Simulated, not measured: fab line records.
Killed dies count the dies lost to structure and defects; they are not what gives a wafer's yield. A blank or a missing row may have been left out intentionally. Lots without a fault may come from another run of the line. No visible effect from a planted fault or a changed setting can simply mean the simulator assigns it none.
Chamber matching	flow n5 finfet	rie diel-03 running N5_BEOL_M3_STRIP_19: 4 sister chambers
The step strips in O2. 4 wafers are shown with their chamber, then 12 later ones without.

== WAFERS WITH THEIR CHAMBER ==
wafer	chamber	drypump motor current A (A)
L089.1	2	5.3
L089.3	1	6.0
L089.5	3	5.5
L089.6	0	4.8

== WAFERS WITHOUT THEIR CHAMBER ==
wafer	drypump motor current A (A)
L090.2	5.5
L090.3	5.3
L090.6	5.5
L092.1	5.5
L092.2	4.7
L092.6	4.8
L094.1	5.5
L094.2	5.3
L094.3	4.8
L096.2	4.7
L096.3	5.5
L096.6	6.1

== WHICH CHAMBER EACH WENT THROUGH ==
wafer	from the rows above	in truth
L090.2	3	3
L090.3	2	2
L090.6	3	3
L092.1	3	3
L092.2	0	0
L092.6	0	0
L094.1	3	3
L094.2	2	2
L094.3	0	0
L096.2	0	0
L096.3	3	3
L096.6	1	1
Correct placement for 12 of the 12. Can't be placed from these rows: 0. Number placed wrongly: 0.
How it was worked out, from the rows above alone: a wafer's distance from a chamber is the root of the sum, over the readings, of the square of ((its reading less the chamber's mean) divided by the reading's scatter). If the next closest chamber is less than 2 further off than the closest, the wafer can't be placed; otherwise it belongs to the closest. For every chamber, the mean is computed from those of its wafers that are shown. The scatter: root of mean squared gap, hidden wafer to nearest shown wafer, with one shown wafer a chamber.
